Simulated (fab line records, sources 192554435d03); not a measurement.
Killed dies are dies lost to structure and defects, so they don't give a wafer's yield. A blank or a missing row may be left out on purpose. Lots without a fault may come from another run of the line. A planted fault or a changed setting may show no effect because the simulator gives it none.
fab line records | flow n5_finfet
record lots=11 wafers=33 last_day=19
route steps=1938 shown MOL_CONTACT_COAG@545 PASSIVATION@1936
lots that met no fault: from a run of the same line without faults
start_h: hours from the record's first day to the start of the lot's first wafer shown | wait_h: hours since the lot's step before | " the same as in the row above | L1.1+2: a row that stands for several wafers | - no value, or no start given | * or withheld: withheld | < > ~ a bound
route shown NAME@n: a module of which the file shows steps, and the number in the route of the first | usual: mean/standard deviation of fault-free wafers | same: alike in all rows | chamber/n: place in a boat | sites: the reading at each site | _std_site: their standard deviation | _edge_site: outer sites' mean less inner sites' | radius_mm: how far each site lies from the wafer's centre | mask NAME#n: copy n | behind: the tool/chamber that last shaped the wafer | hold: why the lot was held/for how many hours/how that ended | device: the transistor (n, p or np) that didn't switch | end of line: the same wafers' tests at the end of the route | a step without rows: its recipe alone | killed: dies lost to structure and defects at the first sort, not the wafer's yield | map: a wafer's dies, x killed, . not, _ none there
set.NAME: the setting as run; set.NAME@STEP: as run at that earlier step | model.NAME: the simulator's own value behind a step, which no gauge read
steps of the route over a sample of lots; a table a step, a row a wafer
services: from which hour (start_h, from the record's first day; less than 0 if before it) a tool's chamber was out of use, for how many hours, and why
## steps
# step N5_MOL_CONTACT_COAG_SIL_ANNEAL_21
# recipe temp_c=550 time_s=60 ambient=N2
# usual lamp_power_pct=5.7/0.58 wafer_temp_C_max=552.2/0.7
# columns lot.wafer tool chamber start_h wait_h lamp_power_pct wafer_temp_C_max
L357.2 rtp_anneal-02 0 95.82 0.2 5.3 552.5
L357.4 " 0 " " 5.3 551.2
L357.6 " 0 " " 5.3 551.0
L360.2 rtp_anneal-02 0 121.04 0.2 5.3 552.0
L360.4 " 0 " " 5.3 552.1
L360.6 " 0 " " 5.3 551.6
L364.1 rtp_anneal-01 0 136.33 0.2 6.5 552.8
L364.4 " 0 " " 6.5 553.4
L364.5 " 0 " " 6.5 551.6
L367.2 rtp_anneal-02 0 158.46 0.2 5.3 551.5
L367.5 " 0 " " 5.3 552.5
L367.6 " 0 " " 5.3 551.3
L370.2 rtp_anneal-01 0 176.29 0.2 6.5 552.7
L370.3 " 0 " " 6.5 553.1
L370.4 " 0 " " 6.5 552.3
L371.1 rtp_anneal-02 0 184.18 0.2 5.3 551.9
L371.4 " 0 " " 5.3 551.3
L371.6 " 0 " " 5.3 552.0
L374.3 rtp_anneal-02 0 198.40 0.3 5.3 552.2
L374.5 " 0 " " 5.3 551.8
L374.6 " 0 " " 5.3 552.0
L375.2 rtp_anneal-01 0 205.88 0.4 6.5 553.6
L375.3 " 0 " " 6.5 552.2
L375.4 " 0 " " 6.5 553.3
L376.3 rtp_anneal-02 0 209.25 0.3 5.3 552.4
L376.5 " 0 " " 5.3 551.9
L376.6 " 0 " " 5.3 552.1
L378.1 rtp_anneal-01 0 222.23 0.2 6.5 553.1
L378.2 " 0 " " 6.5 553.8
L378.5 " 0 " " 6.5 553.6
L379.3 rtp_anneal-02 0 233.30 0.4 5.3 551.5
L379.4 " 0 " " 5.3 552.1
L379.5 " 0 " " 5.3 551.4
# step N5_MOL_CONTACT_COAG_ALD_27
# recipe material=SiOC target_thk_a=170 temp_c=400 ald_precursor_family=carbosiloxane ald_co_reactant=H2-plasma pulse_time_s=1.5 time_s=2720 purge_time_s=2 co_reactant_purge_time_s=2 ald_cycles=340 pressure_torr=2
# usual heater_power_w=849/91 precursor_pulse_height_rel=0.999/0.02
# same ald_cycles=340
# columns lot.wafer tool chamber start_h wait_h heater_power_w precursor_pulse_height_rel
L357.2 ald_sin-02 0 101.96 0.0 815 0.984
L357.4 " 3 " " 834 0.995
L357.6 " 2 " " 885 1.011
L360.2 ald_sin-02 1 125.58 0.3 763 0.968
L360.4 " 2 " " 861 1.045
L360.6 " 1 " " 739 0.989
L364.1 ald_sin-02 0 140.72 0.0 798 0.990
L364.4 " 3 " " 800 1.047
L364.5 " 2 " " 900 1.037
L367.2 ald_sin-01 1 164.03 0.3 1004 0.981
L367.5 " 3 " " 727 1.009
L367.6 " 1 " " 998 0.977
L370.2 ald_sin-02 0 181.51 0.0 788 0.988
L370.3 " 1 " " 740 0.999
L370.4 " 2 " " 866 1.003
L371.1 ald_sin-03 1 190.81 0.3 815 1.011
L371.4 " 3 " " 746 1.004
L371.6 " 1 " " 807 1.002
L374.3 ald_sin-01 0 202.27 0.9 884 0.984
L374.5 " 1 " " 1033 0.994
L374.6 " 0 " " 908 1.018
L375.2 ald_sin-01 0 211.61 0.0 910 0.994
L375.3 " 2 " " 965 1.013
L375.4 " 3 " " 688 0.990
L376.3 ald_sin-02 2 213.67 0.1 884 0.982
L376.5 " 3 " " 810 1.019
L376.6 " 2 " " 893 1.037
L378.1 ald_sin-03 3 227.56 0.0 727 0.986
L378.2 " 0 " " 860 1.005
L378.5 " 2 " " 919 0.968
L379.3 ald_sin-01 0 239.42 0.0 906 1.020
L379.4 " 1 " " 1037 0.997
L379.5 " 2 " " 996 1.009
# step N5_MOL_CONTACT_COAG_OVL_MEAS_85
# recipe points_per_wafer=522
# usual VG_OVL=-0.2/0.84
# columns lot.wafer tool chamber start_h wait_h VG_OVL[nm]
L357.2 overlay-01 0 105.14 0.0 -0.5
L357.4 " 0 " " 0.2
L357.6 " 0 " " 0.1
L360.2 overlay-01 0 128.36 0.0 -0.1
L360.4 " 0 " " 0.4
L360.6 " 0 " " 0.9
L364.1 overlay-02 0 143.62 0.0 -0.7
L364.4 " 0 " " -0.5
L364.5 " 0 " " -1.1
L367.2 overlay-02 0 166.93 0.0 -0.7
L367.5 " 0 " " -0.3
L367.6 " 0 " " -0.3
L370.2 overlay-01 0 184.29 0.0 0.6
L370.3 " 0 " " 1.9
L370.4 " 0 " " 0.6
L371.1 overlay-02 0 193.58 0.0 0.4
L371.4 " 0 " " -0.1
L371.6 " 0 " " 0.4
L374.3 overlay-02 0 205.06 0.0 -0.2
L374.5 " 0 " " -0.6
L374.6 " 0 " " -1.0
L375.2 overlay-02 0 214.61 0.0 1.2
L375.3 " 0 " " 0.3
L375.4 " 0 " " -0.1
L376.3 overlay-01 0 216.45 0.0 -0.8
L376.5 " 0 " " 0.2
L376.6 " 0 " " 0.1
L378.1 overlay-02 0 230.47 0.0 -0.7
L378.2 " 0 " " -1.0
L378.5 " 0 " " 0.1
L379.3 overlay-02 0 242.33 0.0 0.1
L379.4 " 0 " " 0.6
L379.5 " 0 " " 0.4
# step N5_MOL_CONTACT_COAG_ETCH_89
# recipe chemistry=N2/H2 target=underlayer target_depth_a=130 mask_material=CAR-EUV time_s=10.4 ion_energy_ev=200 pressure_mtorr=30 source_w=840 bias_w=150 n2_flow_sccm=200 h2_flow_sccm=200 ends=cleared
# usual drypump_motor_current_A=5.6/0.32 etch_rf_on_time_s=10.37/0.22 n2_flow_sccm=200.0/0.57 oes_product_au=0.68/0.07 rf_vpp_V=523.8/2.2 showerhead_plenum_p_Torr=2.54/0.073 throttle_valve_pct=17.97/0.24
# columns lot.wafer tool chamber start_h wait_h drypump_motor_current_A etch_rf_on_time_s n2_flow_sccm oes_product_au rf_hours_counter_h rf_vpp_V showerhead_plenum_p_Torr throttle_valve_pct
L357.2 rie_diel-02 1 105.64 0.0 5.2 10.51 200.3 0.67 120 525.0 2.56 17.81
L357.4 " 0 " " 6.2 10.43 200.1 0.67 128 522.9 2.45 17.73
L357.6 " 0 " " 6.1 10.42 199.8 0.68 - 522.1 2.45 17.74
L360.2 rie_diel-02 1 128.66 0.0 5.2 10.47 199.4 0.66 128 523.5 2.56 17.83
L360.4 " 3 " " 5.1 10.47 200.6 0.63 163 528.3 2.66 18.40
L360.6 " 1 " " 5.2 10.46 198.9 0.66 - 524.5 2.56 17.82
L364.1 rie_diel-01 3 144.30 0.0 5.7 10.13 199.7 0.64 175 524.5 2.53 18.03
L364.4 " 1 " " 5.8 10.35 199.6 0.80 16 525.0 2.58 17.57
L364.5 " 2 " " 5.7 10.37 199.8 0.69 - 524.4 2.57 18.05
L367.2 rie_diel-01 3 167.48 0.0 5.7 9.99 200.0 0.64 183 524.1 2.52 18.02
L367.5 " 2 " " 5.7 10.35 200.5 0.68 - 524.4 2.57 18.08
L367.6 " 3 " " 5.7 9.94 200.2 0.64 - 524.7 2.52 18.01
L370.2 rie_diel-01 3 184.41 0.0 5.7 9.96 199.8 0.63 190 523.9 2.52 18.04
L370.3 " 1 " " 5.8 10.39 200.0 0.77 30 524.7 2.58 17.58
L370.4 " 2 " " 5.7 10.31 199.4 0.68 101 524.8 2.56 18.08
L371.1 rie_diel-06 2 194.08 0.0 5.1 10.60 200.0 0.59 208 526.0 2.62 17.95
L371.4 " 0 " " 5.2 10.91 199.6 0.59 - 527.0 2.61 18.10
L371.6 " 2 " " 5.1 10.68 200.2 0.58 - 525.1 2.62 17.93
L374.3 rie_diel-02 3 205.18 0.0 5.1 13.98 199.8 0.53 191 527.9 2.65 18.44
L374.5 " 1 " " 5.2 13.94 199.9 0.55 - 523.3 2.55 17.84
L374.6 " 0 " " 6.1 10.36 200.1 0.65 - 520.5 2.43 17.79
L375.2 rie_diel-06 3 214.73 0.0 5.9 10.50 198.9 0.63 182 519.4 2.44 18.13
L375.3 " 0 " " 5.2 10.71 200.2 0.59 219 525.5 2.61 18.14
L375.4 " 1 " " 5.2 10.11 199.9 0.85 - 521.9 2.49 17.65
L376.3 rie_diel-02 0 216.58 0.0 6.2 14.07 199.5 0.56 168 520.4 2.43 17.77
L376.5 " 2 " " 5.3 13.83 200.2 0.52 - 521.3 2.40 18.28
L376.6 " 3 " " 5.2 10.45 198.9 0.63 - 525.8 2.64 18.46
L378.1 rie_diel-06 1 230.60 0.0 5.2 10.20 200.4 0.83 14 521.1 2.49 17.65
L378.2 " 3 " " 5.9 10.50 200.0 0.62 189 518.9 2.44 18.12
L378.5 " 0 " " 5.2 10.71 199.8 0.60 - 526.5 2.61 18.13
L379.3 rie_diel-01 1 242.79 0.0 5.7 10.36 199.5 0.73 50 525.2 2.57 17.63
L379.4 " 0 " " 5.8 10.52 199.1 0.69 94 524.6 2.57 17.97
L379.5 " 2 " " 5.7 10.31 200.6 0.67 - 524.2 2.56 18.11
# step N5_PASSIVATION_PROBE_49
# usual killed_at_M0_to_M3=35/12 killed_at_M4_up=13/5.8 killed_at_contacts=12/5.5 killed_at_front_end=36/9.9 killed_at_other=4/3.7 killed_dies=101/18 killed_open=66/13 killed_short=33/8
# same gross_dies=1180 killed_at_back_side=0
# columns lot.wafer tool chamber start_h wait_h killed_at_M0_to_M3 killed_at_M4_up killed_at_contacts killed_at_front_end killed_at_other killed_dies killed_open killed_short
L370.2 prober-01 - 373.96 0.1 26 6 3 42 3 80 41 31
L370.3 prober-01 - 374.01 0.1 35 9 17 35 10 106 64 42
L370.4 prober-01 - 374.06 0.2 34 10 10 22 20 96 66 29
# killed by level:class
L370.2 FIN_SAQP:geometric_particle:open=11 FIN_SAQP:geometric_particle:short=9 BEOL_M0_SAQP:geometric_particle:short=7 BEOL_M3:geometric_particle:open=7 HKMG_FIN:area_etch=7 BEOL_M0_SAQP:geometric_particle:open=6 GATE_CUT:geometric_particle:short=4 STARTING-WAFER:geometric_particle:short=3
L370.3 MOL_CONTACT_COAG:geometric_particle:open=14 BEOL_M0_SAQP:geometric_particle:short=13 BEOL_M0_SAQP:geometric_particle:open=10 STI_FIN_REVEAL:geometric_particle:open=8 FIN_SAQP:geometric_particle:short=7 BEOL_M3:geometric_particle:open=6 FIN_SAQP:geometric_particle:open=4 DUMMY_GATE:geometric_particle:open=4
L370.4 PASS1_CAP:geometric_particle:open=9 MOL_CONTACT_COAG:geometric_particle:open=8 BEOL_M0_SAQP:geometric_particle:open=8 PASS1_CAP:geometric_particle:short=7 DUMMY_GATE:geometric_particle:open=6 BEOL_M0_SAQP:geometric_particle:short=6 BEOL_M2:geometric_particle:open=6 BEOL_M3:geometric_particle:open=6
## services
# columns tool chamber start_h hours kind
rie_diel-01 1 72.25 - clean
rie_diel-01 1 72.25 - consumable_replace:esc
rie_diel-01 1 72.25 - consumable_replace:focus_ring
rie_diel-01 2 84.59 4.7 repair
ald_sin-03 2 85.31 13.8 repair
ald_sin-02 - 85.84 14.0 pm
ald_sin-02 0 85.84 14.0 vent_cycle
ald_sin-02 1 85.84 14.0 vent_cycle
ald_sin-02 2 85.84 14.0 vent_cycle
ald_sin-02 3 85.84 14.0 vent_cycle
rie_diel-02 0 92.12 4.1 repair
rie_diel-06 3 93.50 2.2 repair
ald_sin-02 0 99.84 - clean
ald_sin-02 1 99.84 - clean
ald_sin-02 2 99.84 - clean
ald_sin-02 3 99.84 - clean
ald_sin-02 - 150.28 6.0 pm
rie_diel-02 2 173.19 5.9 repair
rie_diel-06 1 176.21 35.1 repair
ald_sin-02 2 176.22 2.9 repair
ald_sin-03 - 176.81 14.0 pm
rie_diel-02 - 182.74 0.5 repair
rie_diel-02 2 192.53 6.0 repair
rie_diel-06 2 229.79 1.7 repair
## key
first_sign step=N5_MOL_CONTACT_COAG_ETCH_89 reading=etch_rf_on_time_s direction=up sigmas=16 usual=* struck=*
effect step=N5_MOL_CONTACT_COAG_ETCH_89 reading=oes_product_au direction=down sigmas=1.9 usual=0.68 struck=0.54
met_at N5_MOL_CONTACT_COAG_ETCH_89
struck_lots L374,L376
struck_wafers L374.3,L374.5,L376.3,L376.5
tester_left_out L374,L376
not_acting_at N5_MOL_CONTACT_COAG_SIL_ANNEAL_21,N5_MOL_CONTACT_COAG_ALD_27,N5_MOL_CONTACT_COAG_OVL_MEAS_85
onset_between 128.66 205.18
fault kind=process_parameter_drift tool=rie_diel-02 chamber=- onset_h=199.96 steps=N5_MOL_CONTACT_COAG_ETCH_89 channel=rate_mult offset=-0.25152 shape=step end_h=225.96 scope=struck_wafers_only
# tester_left_out: of these lots the tester's yield and bins aren't shown, on N5 and GAA mostly nor the transistor test; their killed dies are dies lost to structure and defects alone, not to doping, threshold or leakage, so they don't give the yield
